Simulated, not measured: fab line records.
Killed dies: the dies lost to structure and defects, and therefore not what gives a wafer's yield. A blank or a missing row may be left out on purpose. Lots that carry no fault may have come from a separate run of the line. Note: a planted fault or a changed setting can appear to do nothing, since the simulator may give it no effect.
fab line records    flow n5_finfet
record: lots: 7  wafers: 39
route steps=1938 shown BEOL_M8@1350 BEOL_M11@1592 BEOL_M14@1753
start_h: start of the lot's first displayed wafer, in hours after the record's first day    wait_h: hours elapsed since this lot's preceding step    " unchanged from the row above    L1.1+2: a row that stands for several wafers    - no value, or no start given    * or withheld: withheld    < > ~ a bound
route shown NAME@n: names a module that has steps shown in the file, with the first one's number in the route    usual: average and standard deviation across the fault-free wafers    same: alike in all rows    chamber/n: place in a boat    sites: the reading at each site    _std_site: how widely they spread, as a standard deviation    _edge_site: inner sites' mean taken away from outer sites' mean    radius_mm: how far each site lies from the wafer's centre    mask NAME#n: copy n    behind: tool/chamber where the wafer was last shaped    hold: the reason the lot was held/the length of the hold in hours/how it ended    device: the n, p or np transistor that did not switch    end of line: tests of these same wafers at the route's end    a step without rows: its recipe alone    killed: dies that structure and defects cost at the first sort, which is not the same as the wafer's yield    map: per-die view of a wafer (x killed, . not killed, _ where there is no die)
set.NAME: the setting as run; set.NAME@STEP: as run at that earlier step    model.NAME: the simulator's own value behind a step, which no gauge read
lots where settings were altered on purpose, with a table for each step and a row for each wafer
== steps ==
step: N5_BEOL_M8_ETCH_62
recipe: chemistry: N2/H2  target: SOC  target_depth_a: 1100  overetch_a: 220  mask_material: SiARC  temp_c: 40  time_s: 165  ion_energy_ev: 200  pressure_mtorr: 30  source_w: 840  bias_w: 150  n2_flow_sccm: 200  h2_flow_sccm: 200
lot.wafer  tool         chamber  start_h  wait_h  set.time_s  model.etch.depth_nm  model.SiARC_of_BEOL_M8_COAT_60.thk_nm
L075.1     rie_diel-04  0        231.02   0.0     165         100.4                28.2
L075.3     "            2        "        "       165         99.9                 28.2
L075.4     "            1        "        "       165         100.5                28
L078.1     rie_diel-01  0        231.87   0.0     165         100.3                28.2
L078.2     "            3        "        "       115.6       92.3                 30.6
L078.3     "            1        "        "       115.6       95.69                30.4
L078.4     "            2        "        "       165         100.5                28.6
L078.5     "            1        "        "       165         100.2                28.2
L078.6     "            0        "        "       115.6       94.56                30.2
L077.1     rie_diel-03  1        232.04   0.0     165         99.6                 28.6
L077.2     "            0        "        "       165         99.7                 28.8
L077.3     "            2        "        "       165         99.83                28.4
L077.4     "            3        "        "       165         99.85                28.6
L077.5     "            1        "        "       165         99.96                28.6
L077.6     "            0        "        "       165         99.89                28.8
L079.1     rie_diel-01  2        240.57   0.0     165         99.55                28.4
L079.2     "            0        "        "       165         99.7                 27.8
L079.3     "            1        "        "       165         99.78                28
L079.4     "            3        "        "       165         99.9                 28.4
L079.5     "            2        "        "       165         99.76                28.4
L079.6     "            3        "        "       165         100.1                28.4
L082.1     rie_diel-03  0        248.75   0.0     165         99.9                 28.6
L082.2     "            1        "        "       110.7       91.22                30.6
L082.3     "            2        "        "       110.7       88.39                30.6
L082.4     "            2        "        "       110.7       88.94                30.6
L082.5+6   "            0,1      "        "       165         100                  28.6
L081.1     rie_diel-04  3        256.36   0.0     165         99.85                29
L081.2     "            1        "        "       165         99.87                28.4
L081.3     "            2        "        "       165         100                  28.4
L081.4     "            3        "        "       165         100                  29
L081.5     "            2        "        "       165         99.96                28.4
L081.6     "            1        "        "       165         99.7                 28.4
L084.1     rie_diel-01  3        259.32   0.0     165         100.7                28.4
L084.2     "            0        "        "       133.7       100.4                29.4
L084.3     "            2        "        "       165         100.3                28.6
L084.4     "            1        "        "       133.7       100.2                29.6
L084.5     "            2        "        "       165         100                  28.6
L084.6     "            3        "        "       133.7       100.5                29.6
step: N5_BEOL_M8_STRIP_68
recipe: chemistry: N2/H2  temp_c: 40  n2_flow_sccm: 200  h2_flow_sccm: 200  rf_frequency_hz: 6e+07
step: N5_BEOL_M8_STRIP_67
recipe: chemistry: CF4  resist: SiARC  power_w: 300  bias_power_w: 75  pressure_mtorr: 50  cf4_flow_sccm: 150  rf_frequency_hz: 6e+07
step: N5_BEOL_M8_STRIP_69
recipe: chemistry: N2/H2  temp_c: 40  n2_flow_sccm: 200  h2_flow_sccm: 200  rf_frequency_hz: 6e+07
step: N5_BEOL_M8_STRIP_73
recipe: chemistry: N2/H2  temp_c: 40  n2_flow_sccm: 200  h2_flow_sccm: 200  rf_frequency_hz: 6e+07
step: N5_BEOL_M8_VIA_ETCH_34
recipe: chemistry: C4F6/O2  target: SiCOH_lowk  target_depth_a: 1255  mask_material: SOC  taper_deg: 4  time_s: 50.5  ion_energy_ev: 250  pressure_mtorr: 30  source_w: 345  bias_w: 185  Ar_flow_sccm: 300  C4F6_flow_sccm: 10  O2_flow_sccm: 10
usual: oes_product_au: 0.80/0.093
lot.wafer  tool         chamber  start_h  wait_h  set.time_s@BEOL_M8_ETCH_62  oes_product_au
L078.1     rie_diel-04  2        233.10   0.0     165                         0.81
L078.2     "            0        "        "       115.6                       0.27
L078.3     "            1        "        "       115.6                       0.38
L078.4     "            0        "        "       165                         0.70
L078.5     "            1        "        "       165                         0.87
L078.6     "            2        "        "       115.6                       0.32
L075.1     rie_diel-03  2        233.15   0.0     165                         0.89
L075.3     "            3        "        "       165                         0.67
L075.4     "            0        "        "       165                         0.71
L077.1     rie_diel-03  1        233.85   0.0     165                         0.87
L077.2     "            3        "        "       165                         0.67
L077.3     "            2        "        "       165                         0.88
L077.4     "            0        "        "       165                         0.70
L077.5     "            3        "        "       165                         0.69
L077.6     "            0        "        "       165                         0.71
L079.1     rie_diel-04  2        243.98   0.0     165                         0.80
L079.2     "            1        "        "       165                         0.85
L079.3     "            0        "        "       165                         0.69
L079.4     "            2        "        "       165                         0.79
L079.5     "            0        "        "       165                         0.70
L079.6     "            1        "        "       165                         0.86
L082.1     rie_diel-01  2        250.29   0.0     165                         0.89
L082.2     "            0        "        "       110.7                       0.26
L082.3     "            3        "        "       110.7                       0.26
L082.4     "            1        "        "       110.7                       0.30
L082.5     "            2        "        "       165                         0.88
L082.6     "            3        "        "       165                         0.69
L081.1     rie_diel-01  2        258.21   0.0     165                         0.88
L081.2     "            0        "        "       165                         0.71
L081.3     "            3        "        "       165                         0.68
L081.4     "            1        "        "       165                         0.80
L081.5     "            2        "        "       165                         0.88
L081.6     "            3        "        "       165                         0.68
L084.1     rie_diel-03  2        261.94   0.0     165                         0.86
L084.2     "            1        "        "       133.7                       0.85
L084.3     "            3        "        "       165                         1.00
L084.4     "            0        "        "       133.7                       0.69
L084.5     "            2        "        "       165                         0.86
L084.6     "            1        "        "       133.7                       0.85
step: N5_BEOL_M8_STRIP_76
recipe: chemistry: C4F6/O2  resist: SiARC  rf_frequency_hz: 6e+07
step: N5_BEOL_M8_STRIP_36
recipe: chemistry: N2/H2  power_w: 450  temp_c: 40  pressure_mtorr: 20  rf_frequency_hz: 6e+07  overash_fraction: 0.3  bias_power_w: 7  h2_frac: 0.5  n2_flow_sccm: 200  h2_flow_sccm: 200
step: N5_BEOL_M8_ETCH_41
recipe: chemistry: CH3F/O2  target: SiCN  target_depth_a: 319  taper_deg: 2  time_s: 57.8  ion_energy_ev: 120  mask_material: TiN  pressure_mtorr: 30  source_w: 395  bias_w: 75  Ar_flow_sccm: 150  CH3F_flow_sccm: 30  O2_flow_sccm: 20
step: N5_BEOL_M8_STRIP_80
recipe: chemistry: N2/H2  time_s: 10  power_w: 450  temp_c: 40  pressure_mtorr: 20  rf_frequency_hz: 6e+07  bias_power_w: 7  n2_flow_sccm: 200  h2_flow_sccm: 200
step: N5_BEOL_M8_OCD_MEAS_38
usual: trench_depth_nm: 93.2/1.5
lot.wafer  tool    chamber  start_h  wait_h  set.time_s@BEOL_M8_ETCH_62  trench_depth_nm
L078.1     ocd-02  -        233.35   -       165                         94.2
L078.2     "       -        "        "       115.6                       0.5
L078.3     "       -        "        "       115.6                       9.0
L078.4     "       -        "        "       165                         94.6
L078.5     "       -        "        "       165                         93.8
L078.6     "       -        "        "       115.6                       3.6
L075.1     ocd-02  -        233.39   -       165                         94.8
L075.3     "       -        "        "       165                         91.8
L075.4     "       -        "        "       165                         92.0
L077.1     ocd-02  -        234.10   -       165                         94.1
L077.2     "       -        "        "       165                         92.3
L077.3     "       -        "        "       165                         95.0
L077.4     "       -        "        "       165                         92.2
L077.5     "       -        "        "       165                         91.9
L077.6     "       -        "        "       165                         92.9
L079.1     ocd-02  -        244.23   -       165                         95.3
L079.2     "       -        "        "       165                         93.7
L079.3     "       -        "        "       165                         92.7
L079.4     "       -        "        "       165                         94.5
L079.5     "       -        "        "       165                         93.1
L079.6     "       -        "        "       165                         95.7
L082.1     ocd-02  -        250.54   -       165                         92.8
L082.2     "       -        "        "       110.7                       0
L082.3     "       -        "        "       110.7                       -
L082.4     "       -        "        "       110.7                       -
L082.5     "       -        "        "       165                         92.4
L082.6     "       -        "        "       165                         92.9
L081.1     ocd-02  -        258.46   -       165                         92.0
L081.2     "       -        "        "       165                         93.0
L081.3     "       -        "        "       165                         92.1
L081.4     "       -        "        "       165                         94.0
L081.5     "       -        "        "       165                         92.2
L081.6     "       -        "        "       165                         91.5
L084.1     ocd-02  -        262.19   -       165                         94.5
L084.2     "       -        "        "       133.7                       94.8
L084.3     "       -        "        "       165                         95.3
L084.4     "       -        "        "       133.7                       91.1
L084.5     "       -        "        "       165                         93.6
L084.6     "       -        "        "       133.7                       94.3
step: N5_BEOL_M8_CVD_78
recipe: material: Co  target_thk_a: 20  temp_c: withheld  precursor: CCTBA/H2  pressure_torr: 30  time_s: 142.3
lot.wafer       tool       chamber    start_h  wait_h  set.target_thk_a  model.Co_of_BEOL_M8_CVD_78.thk_nm
L075.1+3+4      cvd_co-02  0,1,0      235.49   0.3     20                2.2
L078.1+2        cvd_co-01  0,1        235.49   0.1     9.01              0.8
L078.3+4+6      "          2,2,1      "        "       20                1.8
L078.5          "          0          "        "       9.01              0.6
L077.1+2+3+5+6  cvd_co-02  1,2,0,2,1  235.59   0.2     20                2
L077.4          "          0          "        "       20                2.2
L079.1+2        cvd_co-01  0,2        245.28   0.0     10.47             0.8
L079.3+5        "          1,0        "        "       20                1.8
L079.4          "          1          "        "       20                2
L079.6          "          2          "        "       10.47             1
L082.1+4+6      cvd_co-02  0,0,1      251.63   0.0     12.16             1.2
L082.2+3+5      "          1,2,2      "        "       20                2
L081.1+4+6      cvd_co-01  0,0,1      259.58   0.1     15.22             1.4
L081.2+3        "          1,2        "        "       20                1.8
L081.5          "          2          "        "       20                2
L084.1+2        cvd_co-02  1,0        263.74   0.1     26.82             2.6
L084.3+5+6      "          2,1,0      "        "       20                2
L084.4          "          2          "        "       26.82             2.8
step: N5_BEOL_M11_CVD_75
recipe: material: Co  target_thk_a: 20  temp_c: withheld  precursor: CCTBA/H2  pressure_torr: 30  time_s: 138.9
lot.wafer   tool       chamber  start_h  wait_h  set.target_thk_a  model.Co_of_BEOL_M11_CVD_75.thk_nm
L075.1      cvd_co-01  1        259.02   0.0     20                1.8
L075.3+4    "          2,0      "        "       20                2
L077.1+4+5  cvd_co-01  0,2,1    259.70   0.1     12.07             1.2
L077.2+3+6  "          2,1,0    "        "       20                2
L078.1+4    cvd_co-01  2,0      259.79   0.1     20                2
L078.2+3+5  "          0,1,2    "        "       24.52             2.4
L078.6      "          1        "        "       20                1.8
L079.1+5    cvd_co-01  0,2      271.09   0.0     20                2
L079.2+3+6  "          1,2,0    "        "       16.74             1.6
L079.4      "          1        "        "       20                1.8
L082.1+2    cvd_co-01  0,2      278.07   0.1     20                1.8
L082.3+5    "          1        "        "       30.33             2.8
L082.4      "          2        "        "       20                2
L082.6      "          0        "        "       30.33             3
L081.1      cvd_co-01  0        287.56   0.0     20                1.8
L081.2+3    "          1,2      "        "       20                2
L081.4+5+6  "          0,1,2    "        "       8.488             0.8
L084.1+4    cvd_co-02  1        293.96   0.1     16.96             1.8
L084.2+5    "          0        "        "       20                1.8
L084.3      "          2        "        "       16.96             1.6
L084.6      "          2        "        "       20                2
step: N5_BEOL_M14_TRENCH_ETCH_34
recipe: chemistry: C4F8/O2/Ar  target: SiO2  target_depth_a: 5566.5  mask_material: SOC  he_inner_torr: 15  he_outer_torr: 30  time_s: 126.9  ion_energy_ev: 800  pressure_mtorr: 20  source_w: 1905  bias_w: 2040  Ar_flow_sccm: 400  C4F8_flow_sccm: 16  O2_flow_sccm: 12
lot.wafer  tool         chamber  start_h  wait_h  set.time_s  model.etch.depth_nm
L075.1     rie_diel-04  1        271.98   0.0     126.9       562.7
L075.3     "            2        "        "       126.9       559.4
L075.4     "            1        "        "       126.9       556.6
L077.1     rie_diel-03  2        272.37   0.0     126.9       556.3
L077.2     "            1        "        "       126.9       568
L077.3     "            0        "        "       79.59       341.1
L077.4     "            3        "        "       79.59       363.4
L077.5     "            1        "        "       126.9       570
L077.6     "            0        "        "       79.59       341.5
L078.1     rie_diel-01  3        281.38   0.0     126.9       552.3
L078.2     "            1        "        "       67.69       302
L078.3     "            2        "        "       126.9       548.9
L078.4     "            0        "        "       67.69       299.8
L078.5     "            1        "        "       67.69       303.4
L078.6     "            0        "        "       126.9       563.2
L079.1     rie_diel-04  1        294.82   0.0     126.9       563.3
L079.2     "            0        "        "       126.9       557.6
L079.3     "            3        "        "       126.9       535.3
L079.4     "            2        "        "       70.51       311.6
L079.5     "            2        "        "       70.51       312.2
L079.6     "            1        "        "       70.51       313.8
L082.1     rie_diel-03  0        295.32   0.0     126.9       556.1
L082.2     "            3        "        "       126.9       581.3
L082.3     "            2        "        "       73.96       326.3
L082.4     "            1        "        "       73.96       339.3
L082.5     "            3        "        "       126.9       582.6
L082.6     "            0        "        "       73.96       320.8
L081.1     rie_diel-01  2        304.01   0.0     61.01       266.3
L081.2     "            1        "        "       126.9       570.2
L081.3     "            3        "        "       126.9       554.2
L081.4     "            1        "        "       61.01       274
L081.5     "            3        "        "       61.01       265.6
L081.6     "            2        "        "       126.9       554.6
L084.1     rie_diel-04  1        308.09   0.0     126.9       559.5
L084.2     "            0        "        "       126.9       559.9
L084.3     "            3        "        "       171.5       718.9
L084.4     "            2        "        "       171.5       747.9
L084.5     "            1        "        "       171.5       754.9
L084.6     "            2        "        "       126.9       557.4
step: N5_BEOL_M14_STRIP_70
recipe: chemistry: C4F8/O2/Ar  resist: SiARC  rf_frequency_hz: 6e+07
step: N5_BEOL_M14_OCD_MEAS_35
usual: trench_depth_nm: 559/13
lot.wafer  tool    chamber  start_h  wait_h  set.time_s@BEOL_M14_TRENCH_ETCH_34  trench_depth_nm
L075.1     ocd-02  -        272.14   0.0     126.9                               563
L075.3     "       -        "        "       126.9                               560
L075.4     "       -        "        "       126.9                               557
L077.1     ocd-02  -        272.52   0.0     126.9                               556
L077.2     "       -        "        "       126.9                               568
L077.3     "       -        "        "       79.59                               341
L077.4     "       -        "        "       79.59                               363
L077.5     "       -        "        "       126.9                               570
L077.6     "       -        "        "       79.59                               341
L078.1     ocd-02  -        281.53   0.0     126.9                               553
L078.2     "       -        "        "       67.69                               302
L078.3     "       -        "        "       126.9                               549
L078.4     "       -        "        "       67.69                               300
L078.5     "       -        "        "       67.69                               304
L078.6     "       -        "        "       126.9                               563
L079.1     ocd-02  -        294.97   0.0     126.9                               563
L079.2     "       -        "        "       126.9                               558
L079.3     "       -        "        "       126.9                               535
L079.4     "       -        "        "       70.51                               312
L079.5     "       -        "        "       70.51                               312
L079.6     "       -        "        "       70.51                               314
L082.1     ocd-02  -        295.47   0.0     126.9                               556
L082.2     "       -        "        "       126.9                               581
L082.3     "       -        "        "       73.96                               -
L082.4     "       -        "        "       73.96                               -
L082.5     "       -        "        "       126.9                               583
L082.6     "       -        "        "       73.96                               321
L081.1     ocd-02  -        304.16   0.0     61.01                               266
L081.2     "       -        "        "       126.9                               571
L081.3     "       -        "        "       126.9                               554
L081.4     "       -        "        "       61.01                               274
L081.5     "       -        "        "       61.01                               266
L081.6     "       -        "        "       126.9                               554
L084.1     ocd-02  -        308.24   0.0     126.9                               559
L084.2     "       -        "        "       126.9                               560
L084.3     "       -        "        "       171.5                               719
L084.4     "       -        "        "       171.5                               748
L084.5     "       -        "        "       171.5                               755
L084.6     "       -        "        "       126.9                               557
step: N5_BEOL_M14_STRIP_37
recipe: chemistry: O2  power_w: 600  temp_c: 60  pressure_mtorr: 30  rf_frequency_hz: 6e+07  bias_power_w: 0  overash_fraction: 0.3  o2_flow_sccm: 225
step: N5_BEOL_M14_ETCH_38
recipe: chemistry: CF4/N2  target: SiCN  target_depth_a: 1065  taper_deg: 2  time_s: 120.6  ion_energy_ev: 150  mask_material: SiO2  pressure_mtorr: 40  source_w: 430  bias_w: 70  Ar_flow_sccm: 100  cf4_flow_sccm: 60  n2_flow_sccm: 60
step: N5_BEOL_M14_ECD_47
recipe: material: Cu  target_thk_a: 12480
step: N5_BEOL_M14_ANNEAL_48
recipe: temp_c: 225  time_s: 90  ambient: N2
step: N5_BEOL_M14_CMP_49
recipe: stop_on: SiO2  t_overpolish_s: 5.2  down_force_psi: 2  platen_rpm: 80  clearing_platen_down_force_psi: 2  clearing_platen_rpm: 80  post_cmp_clean: cu_alkaline  target_thk_nm: 560  clearing_platen_pad_velocity_m_s: 1.5917  pad_velocity_m_s: 1.5917
lot.wafer  tool    chamber  start_h  wait_h  set.time_s@BEOL_M14_TRENCH_ETCH_34  model.Cu_of_BEOL_M14_ECD_47.thk_nm
L075.3     cmp-03  0        273.53   0.2     126.9                               561.2
L075.1     "       2        "        "       126.9                               565.4
L075.4     "       3        "        "       126.9                               559.4
L077.3     cmp-02  1        273.71   0.2     79.59                               346.2
L077.4     "       2        "        "       79.59                               364.8
L077.1     "       3        "        "       126.9                               557.6
L077.2     "       0        "        "       126.9                               570.8
L077.5     "       1        "        "       126.9                               575
L077.6     "       2        "        "       79.59                               342
L078.3     cmp-02  3        288.19   0.2     126.9                               551.4
L078.1     "       0        "        "       126.9                               553.6
L078.4     "       1        "        "       67.69                               304.4
L078.2     "       2        "        "       67.69                               305.8
L078.5     "       3        "        "       67.69                               304.2
L078.6     "       0        "        "       126.9                               566.6
L079.1     cmp-01  1        296.60   0.3     126.9                               564.6
L079.3     "       2        "        "       126.9                               537.6
L079.2     "       3        "        "       126.9                               559.8
L079.4     "       0        "        "       70.51                               311.6
L079.6     "       1        "        "       70.51                               315.2
L079.5     "       2        "        "       70.51                               314.8
L082.1     cmp-01  1        301.08   0.3     126.9                               558.4
L082.4     "       2        "        "       73.96                               342.8
L082.2     "       3        "        "       126.9                               584
L082.3     "       0        "        "       73.96                               326.2
L082.6     "       1        "        "       73.96                               323
L082.5     "       2        "        "       126.9                               585.2
L081.1     cmp-03  1        305.69   0.3     61.01                               269
L081.4     "       2        "        "       61.01                               277.8
L081.3     "       3        "        "       126.9                               556.4
L081.2     "       0        "        "       126.9                               573
L081.5     "       1        "        "       61.01                               267.4
L081.6     "       2        "        "       126.9                               558.4
L084.2     cmp-02  3        311.11   0.2     126.9                               563.8
L084.3     "       0        "        "       171.5                               722.8
L084.4     "       1        "        "       171.5                               754.2
L084.1     "       2        "        "       126.9                               563.6
L084.5     "       3        "        "       171.5                               758.8
L084.6     "       0        "        "       126.9                               560.6
step: N5_BEOL_M14_THK_MEAS_50
recipe: thk_meas_gauge: xrf  reads: Cu_of_BEOL_M14_ECD_47
usual: M14_THK: 577/14
lot.wafer  tool           chamber  start_h  wait_h  set.time_s@BEOL_M14_TRENCH_ETCH_34  M14_THK[nm]
L075.1     film_metro-02  -        273.83   -       126.9                               578
L075.3     "              -        "        "       126.9                               573
L075.4     "              -        "        "       126.9                               573
L077.1     film_metro-02  -        274.00   -       126.9                               573
L077.2     "              -        "        "       126.9                               586
L077.3     "              -        "        "       79.59                               354
L077.4     "              -        "        "       79.59                               371
L077.5     "              -        "        "       126.9                               586
L077.6     "              -        "        "       79.59                               348
L078.1     film_metro-01  -        288.49   -       126.9                               569
L078.2     "              -        "        "       67.69                               310
L078.3     "              -        "        "       126.9                               565
L078.4     "              -        "        "       67.69                               309
L078.5     "              -        "        "       67.69                               309
L078.6     "              -        "        "       126.9                               579
L079.1     film_metro-01  -        296.89   -       126.9                               581
L079.2     "              -        "        "       126.9                               572
L079.3     "              -        "        "       126.9                               551
L079.4     "              -        "        "       70.51                               319
L079.5     "              -        "        "       70.51                               320
L079.6     "              -        "        "       70.51                               322
L082.1     film_metro-01  -        301.37   -       126.9                               569
L082.2     "              -        "        "       126.9                               595
L082.3     "              -        "        "       73.96                               -
L082.4     "              -        "        "       73.96                               -
L082.5     "              -        "        "       126.9                               597
L082.6     "              -        "        "       73.96                               326
L081.1     film_metro-01  -        305.98   -       61.01                               275
L081.2     "              -        "        "       126.9                               592
L081.3     "              -        "        "       126.9                               571
L081.4     "              -        "        "       61.01                               285
L081.5     "              -        "        "       61.01                               275
L081.6     "              -        "        "       126.9                               579
L084.1     film_metro-01  -        311.41   -       126.9                               578
L084.2     "              -        "        "       126.9                               580
L084.3     "              -        "        "       171.5                               747
L084.4     "              -        "        "       171.5                               781
L084.5     "              -        "        "       171.5                               781
L084.6     "              -        "        "       126.9                               575
step: N5_BEOL_M14_PRE_CLEAN_52
recipe: gas: NH3  time_s: 15  temp_c: withheld  rf_power_w: 300
step: N5_BEOL_M14_DEP_53
recipe: material: SiCN  target_thk_a: 500  temp_c: withheld  precursor: 3MS/NH3  pressure_torr: 3  rf_w: 675  time_s: 17.8
step: N5_BEOL_M14_RS_MEAS_54
recipe: thk_meas_gauge: four-point-probe  reads: Cu_of_BEOL_M14_ECD_47+Ta_of_BEOL_M14_SPUTTER_44+TaN_of_BEOL_M14_SPUTTER_43
usual: M14_RS: 0.0331/0.0008
lot.wafer  tool           chamber  start_h  wait_h  set.time_s@BEOL_M14_TRENCH_ETCH_34  M14_RS[ohm/sq]
L075.1     film_metro-01  -        273.95   0.0     126.9                               0.0328
L075.3     "              -        "        "       126.9                               0.0331
L075.4     "              -        "        "       126.9                               0.0331
L077.1     film_metro-02  -        274.13   0.0     126.9                               0.0334
L077.2     "              -        "        "       126.9                               0.0326
L077.3     "              -        "        "       79.59                               0.0546
L077.4     "              -        "        "       79.59                               0.0516
L077.5     "              -        "        "       126.9                               0.0323
L077.6     "              -        "        "       79.59                               0.0552
L078.1     film_metro-01  -        288.62   0.0     126.9                               0.0335
L078.2     "              -        "        "       67.69                               0.0620
L078.3     "              -        "        "       126.9                               0.0337
L078.4     "              -        "        "       67.69                               0.0623
L078.5     "              -        "        "       67.69                               0.0623
L078.6     "              -        "        "       126.9                               0.0328
L079.1     film_metro-01  -        297.02   0.0     126.9                               0.0329
L079.2     "              -        "        "       126.9                               0.0331
L079.3     "              -        "        "       126.9                               0.0345
L079.4     "              -        "        "       70.51                               0.0609
L079.5     "              -        "        "       70.51                               0.0600
L079.6     "              -        "        "       70.51                               0.0600
L082.1     film_metro-02  -        301.50   0.0     126.9                               0.0333
L082.2     "              -        "        "       126.9                               0.0318
L082.3     "              -        "        "       73.96                               -
L082.4     "              -        "        "       73.96                               -
L082.5     "              -        "        "       126.9                               0.0317
L082.6     "              -        "        "       73.96                               0.0588
L081.1     film_metro-01  -        306.11   0.0     61.01                               0.0708
L081.2     "              -        "        "       126.9                               0.0324
L081.3     "              -        "        "       126.9                               0.0332
L081.4     "              -        "        "       61.01                               0.0684
L081.5     "              -        "        "       61.01                               0.0712
L081.6     "              -        "        "       126.9                               0.0332
L084.1     film_metro-02  -        311.53   0.0     126.9                               0.0330
L084.2     "              -        "        "       126.9                               0.0330
L084.3     "              -        "        "       171.5                               0.0256
L084.4     "              -        "        "       171.5                               0.0245
L084.5     "              -        "        "       171.5                               0.0243
L084.6     "              -        "        "       126.9                               0.0332
== key ==
split: step: N5_BEOL_M8_ETCH_62  setting: time_s  stated: 165  by: wafer
response: step: N5_BEOL_M8_ETCH_62  reading: model.etch.depth_nm  change: +0.225  per: 1%  r: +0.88
response: step: N5_BEOL_M8_ETCH_62  reading: model.SiARC_of_BEOL_M8_COAT_60.thk_nm  change: -0.0627  per: 1%  r: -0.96
response: step: N5_BEOL_M8_VIA_ETCH_34  reading: oes_product_au  change: +0.0145  per: 1%  r: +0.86
response: step: N5_BEOL_M8_OCD_MEAS_38  reading: trench_depth_nm  change: +2.36  per: 1%  r: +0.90
split: step: N5_BEOL_M8_CVD_78  setting: target_thk_a  stated: 20  by: wafer
response: step: N5_BEOL_M8_CVD_78  reading: model.Co_of_BEOL_M8_CVD_78.thk_nm  change: +0.02  per: 1%  r: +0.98
split: step: N5_BEOL_M11_CVD_75  setting: target_thk_a  stated: 20  by: wafer
response: step: N5_BEOL_M11_CVD_75  reading: model.Co_of_BEOL_M11_CVD_75.thk_nm  change: +0.0195  per: 1%  r: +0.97
split: step: N5_BEOL_M14_TRENCH_ETCH_34  setting: time_s  stated: 126.9  by: wafer
response: step: N5_BEOL_M14_TRENCH_ETCH_34  reading: model.etch.depth_nm  change: +5.55  per: 1%  r: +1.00
response: step: N5_BEOL_M14_OCD_MEAS_35  reading: trench_depth_nm  change: +5.54  per: 1%  r: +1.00
response: step: N5_BEOL_M14_CMP_49  reading: model.Cu_of_BEOL_M14_ECD_47.thk_nm  change: +5.56  per: 1%  r: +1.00
response: step: N5_BEOL_M14_THK_MEAS_50  reading: M14_THK  change: +5.75  per: 1%  r: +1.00
response: step: N5_BEOL_M14_RS_MEAS_54  reading: M14_RS  change: -0.000589  per: 1%  r: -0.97
